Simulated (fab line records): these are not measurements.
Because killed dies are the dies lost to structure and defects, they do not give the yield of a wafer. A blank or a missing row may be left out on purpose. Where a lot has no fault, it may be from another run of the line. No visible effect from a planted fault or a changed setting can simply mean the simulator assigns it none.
Matching of chambers	flow nand_harc	NHARC_A_CHANNEL_FILL_D1_ALD_02 on ald_hk-04 has 4 sister chambers
The step deposits SiO2, target thk 6 nm, pulse time 10 s, ald cycles 60. 14 wafers are shown with their chamber, then 7 later ones without.

== WAFERS, EACH WITH ITS CHAMBER ==
wafer	chamber	heater_power_outer_w (W)	heater_power_w (W)	precursor_pulse_height_rel
L078.1	1	264	489	1.004
L078.3	3	273	482	0.944
L078.6	2	268	451	1.021
L083.2	2	265	474	0.987
L083.3	0	197	373	0.985
L083.5	0	198	371	0.988
L084.2	2	268	449	1.006
L084.4	3	273	493	1.014
L084.5	0	193	368	0.984
L087.1	2	261	458	1.006
L087.2	1	266	491	1.019
L087.6	1	267	487	1.043
L086.1	2	259	454	1.027
L086.3	0	201	369	0.998

SIGNATURES (averages over the wafers above)
reading	chamber 0	chamber 1	chamber 2	chamber 3	scatter within a chamber
heater_power_outer_w	197.25	265.67	264.20	273.00	3.23
heater_power_w	370.25	489.00	457.20	487.50	6.94
precursor_pulse_height_rel	0.98875	1.02200	1.00940	0.97900	0.0208
Rule: distance of a wafer from a chamber = root of the sum over the readings of ((wafer's reading minus chamber's mean) / reading's scatter) squared. If the next closest chamber is less than 2 further off than the closest, the wafer can't be placed; otherwise it belongs to the closest. The scatter: the root of (the sum of the squares of (reading less its chamber's mean) over the shown wafers, divided by (wafers less chambers)).

== WAFERS WITH NO CHAMBER GIVEN ==
wafer	heater_power_outer_w (W)	heater_power_w (W)	precursor_pulse_height_rel
L086.5	267	485	0.988
L095.2	264	496	1.004
L095.4	195	380	0.985
L095.5	268	449	1.005
L096.1	264	500	0.984
L096.4	199	366	1.009
L096.5	263	509	1.048

== EACH ONE'S CHAMBER ==
wafer	from the rows above	in truth
L086.5	can't be placed: 1 or 3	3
L095.2	can't be placed: 1 or 3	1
L095.4	0	0
L095.5	2	2
L096.1	can't be placed: 1 or 3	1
L096.4	0	0
L096.5	1	1
Correctly placed: 4 of 7. Unplaceable from these rows: 3, with the true chamber sitting among the candidates in 3. Number placed wrongly: 0.
